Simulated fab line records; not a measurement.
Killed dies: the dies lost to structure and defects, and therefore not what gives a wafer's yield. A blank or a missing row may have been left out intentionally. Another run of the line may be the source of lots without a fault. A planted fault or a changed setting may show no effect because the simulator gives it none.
Chamber matching + flow n5Finfet + 3 sister chambers for N5_BEOL_M2_CO_CAP_55 on cvdCo-01
The step material Co, precursor CCTBA/H2, target thk 2 nm, time 102.1 s. 42 wafers are shown with their chamber, then 12 later ones without.

== WAFERS PAIRED WITH THEIR CHAMBERS ==
| wafer  | chamber | heaterPowerW (W) |
|--------|---------|------------------|
| L075.1 | 2       | 200              |
| L075.3 | 0       | 289              |
| L075.5 | 1       | 286              |
| L076.1 | 2       | 194              |
| L076.2 | 1       | 289              |
| L076.3 | 0       | 287              |
| L076.4 | 0       | 292              |
| L076.5 | 1       | 285              |
| L076.6 | 2       | 196              |
| L077.3 | 1       | 289              |
| L077.4 | 2       | 192              |
| L077.6 | 0       | 290              |
| L078.2 | 0       | 290              |
| L078.3 | 2       | 198              |
| L078.6 | 1       | 288              |
| L079.1 | 1       | 278              |
| L079.4 | 1       | 283              |
| L079.6 | 2       | 195              |
| L080.4 | 2       | 193              |
| L080.5 | 0       | 291              |
| L080.6 | 1       | 287              |
| L082.2 | 1       | 287              |
| L082.4 | 0       | 295              |
| L082.5 | 2       | 191              |
| L083.1 | 1       | 283              |
| L083.4 | 0       | 286              |
| L083.6 | 1       | 291              |
| L084.1 | 1       | 288              |
| L084.2 | 0       | 286              |
| L084.3 | 2       | 195              |
| L084.4 | 0       | 288              |
| L084.5 | 1       | 280              |
| L084.6 | 2       | 191              |
| L086.1 | 1       | 286              |
| L086.2 | 0       | 284              |
| L086.3 | 2       | 193              |
| L086.4 | 2       | 201              |
| L086.5 | 0       | 297              |
| L086.6 | 1       | 289              |
| L089.1 | 2       | 193              |
| L089.5 | 0       | 284              |
| L089.6 | 1       | 285              |

SIGNATURES (means of the wafers above)
| reading      | chamber 0 | chamber 1 | chamber 2 | scatter within a chamber |
|--------------|-----------|-----------|-----------|--------------------------|
| heaterPowerW | 289.15    | 285.88    | 194.77    | 3.56                     |
Rule: for a wafer and a chamber, the distance is found by dividing, reading by reading, the gap between the wafer's reading and the chamber's mean by the reading's scatter, squaring, summing and taking the root. If the next closest chamber is less than 2 further off than the closest, the wafer can't be placed; otherwise it belongs to the closest. How the scatter is found: for the shown wafers, subtract from each reading the mean of its chamber, square and add these, divide the total by (wafers less chambers), then take the root.

== WAFERS WHOSE CHAMBER IS MISSING ==
| wafer  | heaterPowerW (W) |
|--------|------------------|
| L092.1 | 198              |
| L092.2 | 282              |
| L092.3 | 289              |
| L093.1 | 197              |
| L093.3 | 289              |
| L093.4 | 293              |
| L097.1 | 283              |
| L097.2 | 193              |
| L097.3 | 288              |
| L097.4 | 194              |
| L097.5 | 283              |
| L097.6 | 289              |

== WHICH CHAMBER EACH WENT THROUGH ==
| wafer  | from the rows above     | in truth |
|--------|-------------------------|----------|
| L092.1 | 2                       | 2        |
| L092.2 | can't be placed: 1 or 0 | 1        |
| L092.3 | can't be placed: 0 or 1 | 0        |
| L093.1 | 2                       | 2        |
| L093.3 | can't be placed: 0 or 1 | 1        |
| L093.4 | can't be placed: 0 or 1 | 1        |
| L097.1 | can't be placed: 1 or 0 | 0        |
| L097.2 | 2                       | 2        |
| L097.3 | can't be placed: 0 or 1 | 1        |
| L097.4 | 2                       | 2        |
| L097.5 | can't be placed: 1 or 0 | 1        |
| L097.6 | can't be placed: 0 or 1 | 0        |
4 of 12 placed correctly. Not placeable from these rows: 8 (in 8, the candidates include the true chamber). Placed wrongly: 0.
